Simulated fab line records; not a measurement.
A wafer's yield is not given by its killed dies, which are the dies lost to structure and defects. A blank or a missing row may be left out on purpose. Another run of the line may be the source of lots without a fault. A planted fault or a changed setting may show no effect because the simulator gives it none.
A lot that was struck, set against a sound lot ; flow n5Finfet ; 16 steps out of a route of 1938
Sound: the wafers L892.1, L892.4, L892.5. Struck: wafer L890.5 (left out: L890.3, L890.4 of the same lot, which were not struck); the cause appears at the end.
Order at every step that has rows: each side's tool, ch and its chambers, its first start. Under that, the readings that differ: sound wafers ; struck wafers ; difference of the means ; sigmas: that difference in standard deviations of wafers without a fault.
alike: same words and numbers on both sides, and readings whose means sit less than 2 such deviations apart. not compared: any withheld reading, any reading some wafer has no value for, any bound like >300 that may hide the same value, and any number with overlapping values for which the record gives no deviation.
A row with sigmas, a row that says differs or no value, or rows on one side alone: a step with any of these is where the two part. When numbers do not overlap yet have no deviation, they are printed without sigmas and do not part them. Lack of a reading on every wafer of one side parts them only where that side has two or more wafers.

N5_BEOL_M2_DESCUM_33: chemistry O2, time 7 s.
  sound on rieDiel-03 ch 0,1, day 10 23:13; struck on rieDiel-01 ch 3, day 10 13:25
  alike: drypumpMotorCurrentA, o2FlowSccm, oesProductAu, rfVppV, showerheadPlenumPTorr, throttleValvePct
  not compared: rfHoursCounterH
N5_BEOL_M2_ETCH_77: etches underlayer in N2/H2, target depth 6.5 nm, time 5.2 s.
  sound on rieDiel-03 ch 0,1, day 10 23:15; struck on rieDiel-01 ch 3, day 10 13:27
  alike: drypumpMotorCurrentA, etchRfOnTimeS, oesProductAu, rfVppV, showerheadPlenumPTorr, throttleValvePct
  not compared: rfHoursCounterH
then, 3 steps without rows for these wafers: N5_BEOL_M2_ETCH_69 (etches SiARC in CF4, target depth 15.6 nm, time 26 s); N5_BEOL_M2_ALD_98 (deposits SiO2, target thk 2.5 nm, pulse time 1 s, co reactant pulse time 1 s); N5_BEOL_M2_ETCHBACK_99 (etches SiO2 in CHF3, target depth 5 nm, time 10.4 s).
N5_BEOL_M2_ETCH_70: etches SOC in N2/H2, target depth 80 nm, overetch 24 nm, time 130 s.
  sound on rieDiel-03 ch 0,1, day 11 03:28; struck on rieDiel-01 ch 1, day 10 14:21
  alike: drypumpMotorCurrentA, oesProductAu, rfVppV, showerheadPlenumPTorr, throttleValvePct
  not compared: rfHoursCounterH
then, 4 steps without rows for these wafers: N5_BEOL_M2_STRIP_71 (strips in N2/H2); N5_BEOL_M2_STRIP_78 (strips in N2/H2); N5_BEOL_M2_VIA_ETCH_34 (etches the open film in C4F6/O2, target depth 69.4 nm, time 65.9 s); N5_BEOL_M2_STRIP_83 (strips in C4F6/O2).
N5_BEOL_M2_STRIP_36: strips in N2/H2.
  sound on rieDiel-03 ch 0,1, day 11 03:38; struck on rieDiel-01 ch 1, day 10 14:31
  alike: drypumpMotorCurrentA, oesProductAu, powerW, rfVppV, showerheadPlenumPTorr, throttleValvePct
  not compared: rfHoursCounterH
then, 1 step without rows for these wafers: N5_BEOL_M2_TRENCH_ETCH_37 (etches SiOC in C4F6/O2, target depth 55.555 nm, time 29.2 s).
N5_BEOL_M2_ETCH_41: etches SiCN in CH3F/O2, target depth 29.9 nm, time 52.5 s.
  sound on rieDiel-03 ch 0,1, day 11 03:42; struck on rieDiel-01 ch 1, day 10 14:35
reading;sound;struck;difference;sigmas
showerheadPlenumPTorr (Torr);2.10 1.95 2.10;1.90;-0.15;-2
model.etch.depthNm (nm);19.83 20.04 19.78;25.62;+5.74;
  alike: drypumpMotorCurrentA, oesProductAu, rfVppV, throttleValvePct
  not compared: rfHoursCounterH
N5_BEOL_M2_STRIP_97: strips in N2/H2, time 10 s.
  sound on rieDiel-03 ch 0,1; struck on rieDiel-01 ch 1
  alike: drypumpMotorCurrentA, oesProductAu, rfVppV, showerheadPlenumPTorr, throttleValvePct
  not compared: rfHoursCounterH
N5_BEOL_M4_RC_MEAS_101:
  sound on prober-01 ch 0, day 12 10:19; struck on prober-01 ch 0, day 11 23:05
  alike: DIBL_N, DIBL_P, IOFF_N, IOFF_P, ION_N, ION_P, SS_N, SS_P, VT_N, VT_P
next, for these wafers, 1 step has no rows: N5_PASSIVATION_PROBE_49.

## WHERE THEY PART
Only at N5_BEOL_M2_ETCH_41, within this record. Later steps at which nothing parts them and some readings are alike: N5_BEOL_M2_STRIP_97, N5_BEOL_M4_RC_MEAS_101.

WHY: what the simulator had put in
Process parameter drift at N5_BEOL_M2_ETCH_41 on rieDiel-01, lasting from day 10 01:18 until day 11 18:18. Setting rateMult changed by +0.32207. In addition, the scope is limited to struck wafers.
